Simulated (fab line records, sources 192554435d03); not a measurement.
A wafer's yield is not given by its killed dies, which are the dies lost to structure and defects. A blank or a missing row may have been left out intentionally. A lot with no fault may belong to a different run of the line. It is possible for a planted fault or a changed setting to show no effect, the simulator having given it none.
fab line records + flow n5_finfet
record:
- lots: 7
- wafers: 21
- last_day: 17
route steps=1938 shown DUMMY_GATE@212 PASSIVATION@1936
lots that met no fault: from a run of the same line without faults
start_h: hours from the record's first day to the start of the lot's first wafer shown + wait_h: hours elapsed since this lot's preceding step + " same as the row above + L1.1+2: a single row standing in for several wafers + - no value, or no start was given + * or withheld: withheld + < > ~ a bound
route shown NAME@n: names a module that has steps shown in the file, with the first one's number in the route + usual: mean/standard deviation taken from wafers without a fault + same: alike in all rows + chamber/n: place in a boat + sites: per-site readings + _std_site: standard deviation across them + _edge_site: inner sites' mean taken away from outer sites' mean + radius_mm: for every site, how far away it sits from the centre of the wafer + mask NAME#n: copy n + behind: the tool/chamber that last shaped the wafer + hold: the reason the lot was held/the length of the hold in hours/how it ended + device: the transistor (n, p or np) that didn't switch + end of line: tests run on the same wafers once the route is complete + where a step has no rows: the recipe by itself + killed: not the wafer's yield, but the dies lost to structure and defects at the first sort + map: shows each die of a wafer: x if killed, . if not, _ if none is there
set.NAME: the setting as run; set.NAME@STEP: as run at that earlier step + model.NAME: the simulator's own value behind a step, which no gauge read
lots seen at some steps along the route; tables by step, rows by wafer
services: a tool's chamber out of use, with start hour (start_h, from the record's first day; less than 0 if before it), hours out, and reason
== steps ==
step: N5_DUMMY_GATE_PRECLEAN_00
recipe:
- chemistry: O3/DIW
- time_s: 60
- temp_c: 22
- o3_ppm: 10
step: N5_DUMMY_GATE_SRD_01
recipe:
- time_s: 30
- temp_c: 23
- rinse_liquid: diw
- dry: ipa_marangoni
step: N5_DUMMY_GATE_ALD_02
recipe:
- material: SiO2
- target_thk_a: 20
- temp_c: 300
- ald_precursor_family: BDEAS
- ald_co_reactant: O2-plasma
- pulse_time_s: 1
- pressure_torr: 2
usual:
- chamber_pressure_Torr: 2.000/0.0048
- heater_power_w: 456/57
- precursor_pulse_height_rel: 1.003/0.021
| lot.wafer | tool       | chamber | start_h | wait_h | chamber_pressure_Torr | heater_power_w | precursor_pulse_height_rel |
|-----------|------------|---------|---------|--------|-----------------------|----------------|----------------------------|
| L807.1    | ald_sin-03 | 3       | 44.12   | 0.0    | 2.006                 | 501            | 0.976                      |
| L807.3    | "          | 1       | "       | "      | 2.001                 | 533            | 1.001                      |
| L807.4    | "          | 2       | "       | "      | 2.006                 | 369            | 1.018                      |
| L816.1    | ald_sin-03 | 1       | 99.09   | 0.9    | 2.001                 | 532            | 0.986                      |
| L816.2    | "          | 3       | "       | "      | 2.005                 | 514            | 1.016                      |
| L816.6    | "          | 2       | "       | "      | 2.005                 | 356            | 1.023                      |
| L817.2    | ald_sin-04 | 3       | 103.40  | 0.0    | 2.006                 | 475            | 1.005                      |
| L817.3    | "          | 2       | "       | "      | 2.005                 | 424            | 1.024                      |
| L817.6    | "          | 3       | "       | "      | 2.010                 | 468            | 1.016                      |
| L819.1    | ald_sin-04 | 0       | 117.31  | 0.9    | 2.002                 | 425            | 0.973                      |
| L819.2    | "          | 2       | "       | "      | 1.995                 | 428            | 0.985                      |
| L819.5    | "          | 2       | "       | "      | 1.997                 | 427            | 1.026                      |
| L820.1    | ald_sin-03 | 0       | 122.07  | 0.0    | 2.005                 | 414            | 1.010                      |
| L820.4    | "          | 3       | "       | "      | 2.004                 | 512            | 1.020                      |
| L820.6    | "          | 0       | "       | "      | 2.007                 | 420            | 1.002                      |
| L823.2    | ald_sin-01 | 1       | 141.34  | 0.0    | 1.999                 | 384            | 1.015                      |
| L823.5    | "          | 0       | "       | "      | 2.007                 | 418            | 1.001                      |
| L823.6    | "          | 3       | "       | "      | 1.999                 | 508            | 0.988                      |
| L827.2    | ald_sin-01 | 2       | 164.56  | 0.7    | 1.999                 | 531            | 1.027                      |
| L827.5    | "          | 3       | "       | "      | 1.992                 | 508            | 1.008                      |
| L827.6    | "          | 0       | "       | "      | 1.999                 | 418            | 1.014                      |
step: N5_DUMMY_GATE_CVD_03
recipe:
- material: a-Si
- target_thk_a: 1500
- temp_c: 530
- precursor: SiH4
- time_s: 8042
step: N5_DUMMY_GATE_PRECLEAN_46
recipe:
- chemistry: DIW
- time_s: 89.5
- temp_c: 23
step: N5_DUMMY_GATE_SRD_47
recipe:
- dry_time_s: 32
- dry: n2_spin
- spin_rpm: 1500
step: N5_DUMMY_GATE_CMP_04
recipe:
- material: a-Si
- post_cmp_clean: alkaline_brush
usual:
- motor_current_A: 9.9/0.81
- slurry_flow_ml_min: 150.0/0.45
- time_to_endpoint_s: 13.2/2.4
| lot.wafer | tool   | chamber | start_h | wait_h | motor_current_A | slurry_flow_ml_min | time_to_endpoint_s |
|-----------|--------|---------|---------|--------|-----------------|--------------------|--------------------|
| L807.1    | cmp-02 | 0       | 47.97   | 0.0    | 8.4             | 149.9              | 11.6               |
| L807.4    | "      | 1       | "       | "      | 10.2            | 149.8              | 8.5                |
| L807.3    | "      | 3       | "       | "      | 8.5             | 150.7              | 12.1               |
| L816.1    | cmp-04 | 1       | 102.94  | 0.0    | 9.7             | 150.4              | 14.3               |
| L816.2    | "      | 0       | "       | "      | 10.6            | 149.9              | 13.0               |
| L816.6    | "      | 2       | "       | "      | 10.1            | 149.6              | 11.5               |
| L817.3    | cmp-04 | 2       | 107.27  | 0.1    | 10.1            | 149.8              | 17.1               |
| L817.2    | "      | 0       | "       | "      | 9.9             | 150.0              | 13.9               |
| L817.6    | "      | 1       | "       | "      | 9.8             | 151.0              | 15.2               |
| L819.1    | cmp-02 | 3       | 121.16  | 0.0    | 8.4             | 148.9              | 13.4               |
| L819.2    | "      | 1       | "       | "      | 9.9             | 150.3              | 10.3               |
| L819.5    | "      | 3       | "       | "      | 8.7             | 150.1              | 13.6               |
| L820.1    | cmp-04 | 0       | 129.03  | 0.1    | 10.2            | 149.9              | 15.1               |
| L820.4    | "      | 2       | "       | "      | 10.3            | 150.4              | 12.7               |
| L820.6    | "      | 0       | "       | "      | 10.0            | 149.5              | 13.1               |
| L823.2    | cmp-02 | 2       | 145.21  | 0.1    | 10.0            | 150.8              | 13.0               |
| L823.5    | "      | 1       | "       | "      | 10.3            | 150.7              | 10.0               |
| L823.6    | "      | 2       | "       | "      | 9.8             | 149.4              | 12.9               |
| L827.2    | cmp-01 | 2       | 168.51  | 0.1    | 9.1             | 149.4              | 12.4               |
| L827.6    | "      | 3       | "       | "      | 9.9             | 150.0              | 13.4               |
| L827.5    | "      | 0       | "       | "      | 10.3            | 150.6              | 15.5               |
step: N5_DUMMY_GATE_THK_MEAS_05
usual:
- thk_nm: 71.9/1.2
| lot.wafer | tool          | chamber | start_h | wait_h | thk_nm |
|-----------|---------------|---------|---------|--------|--------|
| L807.1    | film_metro-02 | -       | 48.21   | 0.2    | 70.3   |
| L807.3    | "             | -       | "       | "      | 71.4   |
| L807.4    | "             | -       | "       | "      | 70.0   |
| L816.1    | film_metro-01 | -       | 103.18  | 0.2    | 73.2   |
| L816.2    | "             | -       | "       | "      | 71.6   |
| L816.6    | "             | -       | "       | "      | 71.6   |
| L817.2    | film_metro-01 | -       | 107.48  | 0.1    | 72.1   |
| L817.3    | "             | -       | "       | "      | 72.8   |
| L817.6    | "             | -       | "       | "      | 72.2   |
| L819.1    | film_metro-01 | -       | 121.40  | 0.2    | 71.4   |
| L819.2    | "             | -       | "       | "      | 70.1   |
| L819.5    | "             | -       | "       | "      | 72.2   |
| L820.1    | film_metro-01 | -       | 129.24  | 0.2    | 71.1   |
| L820.4    | "             | -       | "       | "      | 72.1   |
| L820.6    | "             | -       | "       | "      | 71.8   |
| L823.2    | film_metro-01 | -       | 145.43  | 0.2    | 70.8   |
| L823.5    | "             | -       | "       | "      | 69.5   |
| L823.6    | "             | -       | "       | "      | 70.5   |
| L827.2    | film_metro-01 | -       | 168.66  | 0.1    | 70.3   |
| L827.5    | "             | -       | "       | "      | 71.9   |
| L827.6    | "             | -       | "       | "      | 72.1   |
step: N5_DUMMY_GATE_HM_DEP_06
recipe:
- material: SiNx
- target_thk_a: 800
- precursor: DCS/NH3
- temp_c: 700
- pressure_mtorr: 300
- time_s: 5141
step: N5_DUMMY_GATE_PECVD_30
recipe:
- material: SiO2
- target_thk_a: 550
- temp_c: 400
- precursor: TEOS/O2
- pressure_torr: 6.5
- rf_w: withheld
- teos_flow_sccm: withheld
- gas: O2
- flow_sccm: 2650
- time_s: 10.8
step: N5_DUMMY_GATE_COAT_34
recipe:
- resist: SOC
- temp_c: 250
- time_s: 60
- spin_rpm: 1500
- resist_thk_nm: 60
step: N5_DUMMY_GATE_COAT_35
recipe:
- resist: SiARC
- temp_c: 220
- time_s: 60
- spin_rpm: 1500
- resist_thk_nm: 10
step: N5_DUMMY_GATE_COAT_28
recipe:
- resist: underlayer
- temp_c: 205
- time_s: 60
- spin_rpm: 1500
- resist_thk_nm: 10
usual:
- heater_power_total_W: 391.5/1.4
- plate_temp_C: 204.98/0.16
| lot.wafer | tool           | chamber | start_h | wait_h | heater_power_total_W | plate_temp_C |
|-----------|----------------|---------|---------|--------|----------------------|--------------|
| L807.1    | litho_track-05 | 0       | 52.25   | -      | 392.4                | 205.36       |
| L807.3    | "              | 0       | "       | "      | 391.5                | 205.14       |
| L807.4    | "              | 0       | "       | "      | 392.7                | 205.11       |
| L816.1    | litho_track-02 | 0       | 107.22  | -      | 392.0                | 204.91       |
| L816.2    | "              | 0       | "       | "      | 393.4                | 204.85       |
| L816.6    | "              | 0       | "       | "      | 393.0                | 205.14       |
| L817.2    | litho_track-02 | 0       | 111.51  | -      | 399.0                | 209.07       |
| L817.3    | "              | 0       | "       | "      | 399.8                | 209.01       |
| L817.6    | "              | 0       | "       | "      | 403.1                | 208.90       |
| L819.1    | litho_track-02 | 0       | 125.43  | -      | 403.1                | 209.17       |
| L819.2    | "              | 0       | "       | "      | 403.9                | 209.14       |
| L819.5    | "              | 0       | "       | "      | 403.0                | 208.95       |
| L820.1    | litho_track-02 | 0       | 133.27  | -      | 401.3                | 209.25       |
| L820.4    | "              | 0       | "       | "      | 401.4                | 209.15       |
| L820.6    | "              | 0       | "       | "      | 401.4                | 209.39       |
| L823.2    | litho_track-05 | 0       | 151.43  | -      | 393.7                | 205.01       |
| L823.5    | "              | 0       | "       | "      | 390.0                | 204.71       |
| L823.6    | "              | 0       | "       | "      | 392.5                | 204.84       |
| L827.2    | litho_track-05 | 0       | 172.70  | -      | 393.5                | 204.94       |
| L827.5    | "              | 0       | "       | "      | 393.1                | 205.01       |
| L827.6    | "              | 0       | "       | "      | 390.6                | 204.87       |
step: N5_DUMMY_GATE_COAT_09
recipe:
- resist: CAR-EUV
- spin_rpm: 1500
- resist_thk_nm: 30
step: N5_PASSIVATION_PROBE_49
usual:
- defect_limited_yield: 91.6/1.6
- killed_at_M0_to_M3: 31/10
- killed_at_M4_up: 14/6.3
- killed_at_contacts: 12/6.1
- killed_at_front_end: 39/12
- killed_at_other: 3.7/2.8
- killed_dies: 100/19
- killed_open: 66/14
- killed_short: 33/8.1
- sort_bin_5_function: 5.0/1.1
- sort_bin_6_memory: 3.2/0.66
- sort_n_pass: 1080/18
- sort_yield_pct: 91.6/1.6
same:
- gross_dies: 1180
- killed_at_back_side: 0
- sort_bin_4_leakage[%]: 0
- sort_bin_8_speed[%]: 0
| lot.wafer | tool      | chamber | start_h | wait_h | defect_limited_yield[%] | killed_at_M0_to_M3 | killed_at_M4_up | killed_at_contacts | killed_at_front_end | killed_at_other | killed_dies | killed_open | killed_short | sort_bin_5_function[%] | sort_bin_6_memory[%] | sort_n_pass | sort_yield_pct[%] |
|-----------|-----------|---------|---------|--------|-------------------------|--------------------|-----------------|--------------------|---------------------|-----------------|-------------|-------------|--------------|------------------------|----------------------|-------------|-------------------|
| L807.1    | prober-01 | -       | 286.79  | 0.0    | 90.2                    | 64                 | 12              | 9                  | 25                  | 6               | 116         | 69          | 45           | 6.0                    | 3.6                  | 1064        | 90.2              |
| L807.3    | prober-01 | -       | 286.89  | 0.1    | 90.8                    | 61                 | 5               | 11                 | 27                  | 5               | 109         | 76          | 33           | 5.5                    | 3.5                  | 1071        | 90.8              |
| L807.4    | prober-01 | -       | 286.94  | 0.2    | 91.7                    | 29                 | 13              | 16                 | 35                  | 5               | 98          | 64          | 33           | 4.2                    | 3.8                  | 1082        | 91.7              |
| L816.1    | prober-01 | -       | 331.02  | 0.0    | 90.9                    | 49                 | 14              | 6                  | 38                  | 0               | 107         | 77          | 30           | 5.2                    | 3.8                  | 1073        | 90.9              |
| L816.2    | prober-01 | -       | 331.07  | 0.1    | 92.5                    | 31                 | 13              | 8                  | 35                  | 1               | 88          | 58          | 26           | 4.0                    | 3.2                  | 1092        | 92.5              |
| L816.6    | prober-01 | -       | 331.27  | 0.3    | 92.7                    | 29                 | 16              | 4                  | 36                  | 1               | 86          | 64          | 21           | 4.2                    | 3.1                  | 1094        | 92.7              |
| L817.2    | prober-01 | -       | 339.29  | 0.1    | 92.0                    | 34                 | 16              | 14                 | 20                  | 10              | 94          | 62          | 31           | 4.2                    | 3.6                  | 1086        | 92.0              |
| L817.3    | prober-01 | -       | 339.34  | 0.1    | 90.8                    | 32                 | 19              | 8                  | 38                  | 12              | 109         | 67          | 36           | 5.3                    | 3.3                  | 1071        | 90.8              |
| L817.6    | prober-01 | -       | 339.49  | 0.3    | 92.5                    | 18                 | 20              | 9                  | 38                  | 3               | 88          | 53          | 35           | 3.8                    | 3.3                  | 1092        | 92.5              |
| L820.1    | prober-02 | -       | 347.30  | 0.0    | 90.5                    | 49                 | 20              | 15                 | 25                  | 3               | 112         | 74          | 37           | 5.6                    | 3.7                  | 1068        | 90.5              |
| L820.4    | prober-02 | -       | 347.45  | 0.2    | 93.1                    | 31                 | 13              | 8                  | 26                  | 4               | 82          | 54          | 28           | 4.1                    | 2.5                  | 1098        | 93.1              |
| L820.6    | prober-02 | -       | 347.55  | 0.3    | 92.8                    | 19                 | 14              | 7                  | 43                  | 2               | 85          | 58          | 27           | 4.7                    | 2.1                  | 1095        | 92.8              |
| L823.2    | prober-02 | -       | 376.75  | 0.1    | 88.7                    | 30                 | 20              | 17                 | 60                  | 6               | 133         | 83          | 46           | 6.7                    | 4.0                  | 1047        | 88.7              |
| L823.5    | prober-02 | -       | 376.90  | 0.2    | 91.9                    | 22                 | 14              | 13                 | 43                  | 3               | 95          | 64          | 29           | 4.6                    | 3.1                  | 1085        | 91.9              |
| L823.6    | prober-02 | -       | 376.95  | 0.3    | 87.8                    | 35                 | 20              | 17                 | 69                  | 3               | 144         | 80          | 63           | 7.2                    | 4.3                  | 1036        | 87.8              |
| L827.2    | prober-02 | -       | 406.43  | 0.1    | 92.7                    | 21                 | 17              | 19                 | 24                  | 5               | 86          | 58          | 27           | 4.0                    | 2.8                  | 1094        | 92.7              |
| L827.5    | prober-02 | -       | 406.58  | 0.2    | 93.2                    | 17                 | 14              | 24                 | 24                  | 1               | 80          | 54          | 23           | 4.0                    | 2.5                  | 1100        | 93.2              |
| L827.6    | prober-02 | -       | 406.63  | 0.3    | 91.9                    | 32                 | 17              | 11                 | 35                  | 1               | 96          | 57          | 37           | 4.7                    | 2.9                  | 1084        | 91.9              |
killed by level:class
L807.1 BEOL_M0_SAQP:geometric_particle:short=20 BEOL_M0_SAQP:geometric_particle:open=13 BEOL_M3:geometric_particle:open=10 STI_FIN_REVEAL:geometric_particle:open=7 MOL_CONTACT_COAG:geometric_particle:open=6 BEOL_M1:geometric_particle:open=6 GATE_CUT:geometric_particle:short=5 BEOL_M2:geometric_particle:open=4
L807.3 BEOL_M0_SAQP:geometric_particle:open=17 BEOL_M2:geometric_particle:open=12 BEOL_M0_SAQP:geometric_particle:short=11 MOL_CONTACT_COAG:geometric_particle:open=10 FIN_SAQP:geometric_particle:short=7 BEOL_M1:geometric_particle:open=7 FIN_SAQP:geometric_particle:open=6 BEOL_M3:geometric_particle:open=6
L807.4 MOL_CONTACT_COAG:geometric_particle:open=12 BEOL_M0_SAQP:geometric_particle:open=10 BEOL_M0_SAQP:geometric_particle:short=10 FIN_SAQP:geometric_particle:short=8 STI_FIN_REVEAL:geometric_particle:open=7 BEOL_M4:geometric_particle:open=7 FIN_SAQP:geometric_particle:open=5 BEOL_M2:geometric_particle:open=4
L816.1 BEOL_M0_SAQP:geometric_particle:open=19 STI_FIN_REVEAL:geometric_particle:open=17 BEOL_M0_SAQP:geometric_particle:short=12 MOL_CONTACT_COAG:geometric_particle:open=5 BEOL_M1:geometric_particle:open=5 BEOL_M3:geometric_particle:open=5 BEOL_M4:geometric_particle:open=5 GATE_CUT:geometric_particle:open=4
L816.2 FIN_SAQP:geometric_particle:open=9 BEOL_M4:geometric_particle:open=9 MOL_CONTACT_COAG:geometric_particle:open=7 BEOL_M0_SAQP:geometric_particle:open=7 BEOL_M0_SAQP:geometric_particle:short=7 BEOL_M3:geometric_particle:open=6 FIN_SAQP:geometric_particle:short=5 STI_FIN_REVEAL:geometric_particle:open=4
L816.6 BEOL_M3:geometric_particle:open=13 FIN_SAQP:geometric_particle:open=12 BEOL_M0_SAQP:geometric_particle:open=7 BEOL_M0_SAQP:geometric_particle:short=5 FIN_SAQP:geometric_particle:short=4 MOL_CONTACT_COAG:geometric_particle:open=4 STARTING-WAFER:geometric_particle:short=4 BEOL_M4:geometric_particle:open=4
L817.2 BEOL_M2:geometric_particle:open=17 MOL_CONTACT_COAG:geometric_particle:open=11 BEOL_M4:geometric_particle:open=7 GATE_CUT:geometric_particle:short=5 FIN_SAQP:geometric_particle:short=3 MOL_CONTACT_COAG:geometric_particle:short=3 BEOL_M0_SAQP:geometric_particle:open=3 BEOL_M0:geometric_particle:open=3
L817.3 BEOL_M2:geometric_particle:open=10 BEOL_M4:geometric_particle:open=9 FIN_SAQP:geometric_particle:short=7 FIN_SAQP:geometric_particle:open=7 MOL_CONTACT_COAG:geometric_particle:open=7 DUMMY_GATE:geometric_particle:open=5 BEOL_M1:geometric_particle:open=5 HKMG_FIN:area_etch=5
L817.6 BEOL_M4:geometric_particle:open=10 FIN_SAQP:geometric_particle:short=9 FIN_SAQP:geometric_particle:open=7 STI_FIN_REVEAL:geometric_particle:open=6 MOL_CONTACT_COAG:geometric_particle:open=5 BEOL_M2:geometric_particle:open=5 GATE_CUT:geometric_particle:short=4 MOL_CONTACT_COAG:geometric_particle:short=4
L820.1 MOL_CONTACT_COAG:geometric_particle:open=10 BEOL_M0_SAQP:geometric_particle:open=9 BEOL_M1:geometric_particle:open=9 BEOL_M1:geometric_particle:short=8 BEOL_M4:geometric_particle:open=8 BEOL_M2:geometric_particle:open=7 BEOL_M0_SAQP:geometric_particle:short=6 MOL_CONTACT_COAG:geometric_particle:short=5
L820.4 MOL_CONTACT_COAG:geometric_particle:open=8 BEOL_M0_SAQP:geometric_particle:short=8 ILD0:geometric_particle:open=6 BEOL_M0_SAQP:geometric_particle:open=6 BEOL_M4:geometric_particle:open=6 FIN_SAQP:geometric_particle:open=5 BEOL_M1:geometric_particle:open=5 BEOL_M1:geometric_particle:short=4
L820.6 DUMMY_GATE:geometric_particle:open=9 FIN_SAQP:geometric_particle:short=7 STI_FIN_REVEAL:geometric_particle:open=6 ILD0:geometric_particle:open=6 MOL_CONTACT_COAG:geometric_particle:open=6 FIN_SAQP:geometric_particle:open=5 BEOL_M2:geometric_particle:open=5 BEOL_M0_SAQP:geometric_particle:open=4
L823.2 FIN_SAQP:geometric_particle:short=15 FIN_SAQP:geometric_particle:open=15 BEOL_M4:geometric_particle:open=14 MOL_CONTACT_COAG:geometric_particle:open=13 BEOL_M0_SAQP:geometric_particle:short=8 BEOL_M2:geometric_particle:open=6 DUMMY_GATE:geometric_particle:open=6 BEOL_M0_SAQP:geometric_particle:open=6
L823.5 MOL_CONTACT_COAG:geometric_particle:open=13 FIN_SAQP:geometric_particle:open=10 BEOL_M2:geometric_particle:open=7 BEOL_M4:geometric_particle:open=7 STI_FIN_REVEAL:geometric_particle:short=5 GATE_CUT:geometric_particle:open=4 GATE_CUT:geometric_particle:short=4 BEOL_M1:geometric_particle:open=4
L823.6 FIN_SAQP:geometric_particle:short=23 FIN_SAQP:geometric_particle:open=21 BEOL_M4:geometric_particle:open=15 MOL_CONTACT_COAG:geometric_particle:open=13 BEOL_M0_SAQP:geometric_particle:short=12 ILD0:geometric_particle:open=7 BEOL_M0_SAQP:geometric_particle:open=7 BEOL_M2:geometric_particle:open=7
L827.2 MOL_CONTACT_COAG:geometric_particle:open=13 BEOL_M4:geometric_particle:open=8 MOL_CONTACT_COAG:geometric_particle:short=6 BEOL_M3:geometric_particle:open=6 DUMMY_GATE:geometric_particle:open=4 FIN_SAQP:geometric_particle:open=3 STI_FIN_REVEAL:geometric_particle:open=3 GATE_CUT:geometric_particle:short=3
L827.5 MOL_CONTACT_COAG:geometric_particle:open=21 BEOL_M4:geometric_particle:open=8 BEOL_M0_SAQP:geometric_particle:short=5 DUMMY_GATE:geometric_particle:open=4 BEOL_M0_SAQP:geometric_particle:open=4 FIN_SAQP:geometric_particle:short=3 ILD0:geometric_particle:short=3 MOL_CONTACT_COAG:geometric_particle:short=3
L827.6 FIN_SAQP:geometric_particle:short=10 MOL_CONTACT_COAG:geometric_particle:open=10 BEOL_M0_SAQP:geometric_particle:open=9 BEOL_M2:geometric_particle:open=9 BEOL_M0_SAQP:geometric_particle:short=8 STI_FIN_REVEAL:geometric_particle:open=7 STARTING-WAFER:geometric_particle:short=6 BEOL_M5:geometric_particle:open=4
== services ==
| tool           | chamber | start_h | hours | kind                      |
|----------------|---------|---------|-------|---------------------------|
| ald_sin-03     | 1       | 28.44   | 1.8   | repair                    |
| ald_sin-04     | 2       | 41.38   | 2.8   | repair                    |
| cmp-02         | -       | 44.27   | 0.7   | repair                    |
| cmp-01         | -       | 44.32   | 4.0   | pm                        |
| ald_sin-03     | 3       | 54.19   | 3.0   | repair                    |
| ald_sin-03     | 0       | 59.67   | 15.9  | repair                    |
| ald_sin-03     | -       | 61.54   | 6.1   | pm                        |
| litho_track-02 | -       | 74.62   | -     | consumable_replace:filter |
| ald_sin-03     | 3       | 76.69   | 9.6   | repair                    |
| ald_sin-01     | -       | 85.90   | 14.0  | pm                        |
| ald_sin-01     | 0       | 85.90   | 14.0  | vent_cycle                |
| ald_sin-01     | 1       | 85.90   | 14.0  | vent_cycle                |
| ald_sin-01     | 2       | 85.90   | 14.0  | vent_cycle                |
| ald_sin-01     | 3       | 85.90   | 14.0  | vent_cycle                |
| cmp-02         | -       | 86.96   | 1.6   | repair                    |
| ald_sin-04     | 1       | 91.70   | 3.7   | repair                    |
| ald_sin-03     | 0       | 95.77   | 2.0   | repair                    |
| ald_sin-01     | 0       | 99.90   | -     | clean                     |
| cmp-02         | -       | 102.67  | 6.4   | pm                        |
| cmp-04         | -       | 111.92  | 6.0   | pm                        |
| cmp-01         | -       | 118.04  | 1.8   | repair                    |
| ald_sin-01     | 2       | 126.17  | 3.7   | repair                    |
| cmp-02         | -       | 145.88  | 3.5   | pm                        |
| cmp-04         | -       | 152.57  | 1.3   | repair                    |
== key ==
first_sign:
- step: N5_DUMMY_GATE_COAT_28
- reading: plate_temp_C
- direction: up
- sigmas: 26
- usual: *
- struck: *
effect:
- step: N5_DUMMY_GATE_COAT_28
- reading: heater_power_total_W
- direction: up
- sigmas: 7.6
- usual: *
- struck: *
met_at N5_DUMMY_GATE_COAT_28
struck_wafers L817.2,L817.3,L817.6,L819.1,L819.2,L819.5,L820.1,L820.4,L820.6
rows_end L819.1,L819.2,L819.5
onset_between 107.22 111.51
earlier_fault:
- kind: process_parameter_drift
- tool: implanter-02
- chamber: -
- onset_h: 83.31
- steps: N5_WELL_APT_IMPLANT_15
- channel: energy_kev
- offset: 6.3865
- shape: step
- acts_in: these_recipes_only
- stated: 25
fault:
- kind: process_parameter_drift
- tool: litho_track-02
- chamber: -
- onset_h: 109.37
- steps: N5_DUMMY_GATE_COAT_28
- channel: temp_c
- offset: *
- shape: step
- acts_in: *
- stated: *
rows_end: these wafers met a further fault down the route, and their rows from its step on are left out
